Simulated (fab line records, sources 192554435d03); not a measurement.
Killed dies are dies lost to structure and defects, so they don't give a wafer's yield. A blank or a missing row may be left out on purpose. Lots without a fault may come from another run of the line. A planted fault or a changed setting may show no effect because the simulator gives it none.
Split-lot experiment | flow n5_finfet | 7 lots, 21 wafers read, on a route of 1938 steps

THE SPLIT
At N5_BEOL_M0_SAQP_ETCH_106 (etches SOC in N2/H2, stops on SiNx, target depth 150 nm), the setting target_depth_a was moved away from the recipe's 1500 angstrom on 6 of the 21 wafers read, by -10.3% to +11.0%. The other wafers ran this setting at the recipe's value.

The reading is taken at the split's own step.

THE READING
SOC_of_BEOL_M0_SAQP_COAT_105.thk_nm (the simulator's own value, which no gauge read), in nm, at N5_BEOL_M0_SAQP_ETCH_106 (etches SOC in N2/H2, stops on SiNx, target depth 150 nm). The file gives no usual value for it. The 15 wafers here that ran the recipe average 23.7 nm, standard deviation 1.2 nm.

wafer  | tool, chamber at the split | target_depth_a as run, angstrom | against the recipe | SOC_of_BEOL_M0_SAQP_COAT_105.thk_nm, nm | against lot-mates on the recipe
L076.1 | rie_diel-01, 2             | 1346                            | -10.3%             | 29.2                                    | +4.8
L076.3 | rie_diel-01, 1             | 1346                            | -10.3%             | 31.2                                    | +6.8
L076.5 | rie_diel-01, 1             | 1500                            | recipe             | 24.4                                    | -
L085.3 | rie_diel-01, 1             | 1665                            | +11.0%             | 16                                      | -8.0
L085.4 | rie_diel-01, 1             | 1665                            | +11.0%             | 16.2                                    | -7.8
L085.6 | rie_diel-01, 0             | 1500                            | recipe             | 24                                      | -
L086.1 | rie_diel-01, 1             | 1500                            | recipe             | 25.6                                    | -
L086.2 | rie_diel-01, 0             | 1500                            | recipe             | 24.8                                    | -
L086.3 | rie_diel-01, 2             | 1500                            | recipe             | 22.8                                    | -
L090.3 | rie_diel-01, 1             | 1363                            | -9.1%              | 31.6                                    | +7.8
L090.4 | rie_diel-01, 3             | 1500                            | recipe             | 24                                      | -
L090.5 | rie_diel-01, 2             | 1500                            | recipe             | 23.6                                    | -
L092.2 | rie_diel-01, 2             | 1500                            | recipe             | 21.2                                    | -
L092.3 | rie_diel-01, 3             | 1500                            | recipe             | 22.8                                    | -
L092.6 | rie_diel-01, 1             | 1500                            | recipe             | 23.6                                    | -
L095.4 | rie_diel-01, 3             | 1500                            | recipe             | 22.8                                    | -
L095.5 | rie_diel-01, 3             | 1500                            | recipe             | 22.2                                    | -
L095.6 | rie_diel-01, 0             | 1500                            | recipe             | 23.4                                    | -
L097.1 | rie_diel-02, 1             | 1500                            | recipe             | 24                                      | -
L097.4 | rie_diel-02, 0             | 1500                            | recipe             | 25.8                                    | -
L097.5 | rie_diel-02, 3             | 1353                            | -9.8%              | 34.8                                    | +9.9

THE FIT
A straight line over all 21 wafers: SOC_of_BEOL_M0_SAQP_COAT_105.thk_nm changes by -0.758 nm for each +1% of target_depth_a; r = -0.95; the points scatter about the line by 1.5 nm.
The same after taking each lot's own level away (the mean of its wafers on the recipe; 21 wafers): -0.728 nm for each +1%; r = -0.96; scatter 1.2 nm.
On that fit, the largest move of target_depth_a shifts the reading by 8 nm.
The lots' own levels span 22.53 to 24.90 nm, that is 2.0 times the standard deviation above.
So the lot-to-lot level changes the slope little: the two slopes agree.
Check: with one of the wafers moved furthest among these (+11.0%) left out of the fit, the line predicts -7.97 nm for it against its lot-mates. It came out at -8 nm against them.

OTHER SPLITS ON THESE WAFERS
These wafers also went through other splits before the reading. Each is held against what the fit with the lots' levels taken away leaves over:
other split on the same wafers         | wafers away from the commonest value | r with SOC_of_BEOL_M0_SAQP_COAT_105.thk_nm (lot level and that fit taken away)
N5_SD_EPI_N_PEB_07 peb_time_s          | 6                                    | +0.04
N5_SD_EPI_P_EPI_21 epi_growth_time_s   | 6                                    | -0.05
N5_HKMG_FIN_ETCH_54 source_w           | 8                                    | +0.08
N5_HKMG_FIN_COAT_85 spin_rpm           | 10                                   | +0.21
N5_GATE_CUT_COAT_27 spin_rpm           | 8                                    | -0.19
N5_BEOL_M0_SAQP_HM_DEP_02 target_thk_a | 9                                    | +0.02

THE FILE'S OWN FIT
SOC_of_BEOL_M0_SAQP_COAT_105.thk_nm changes by -0.775 nm for each +1% of target_depth_a, r = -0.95.
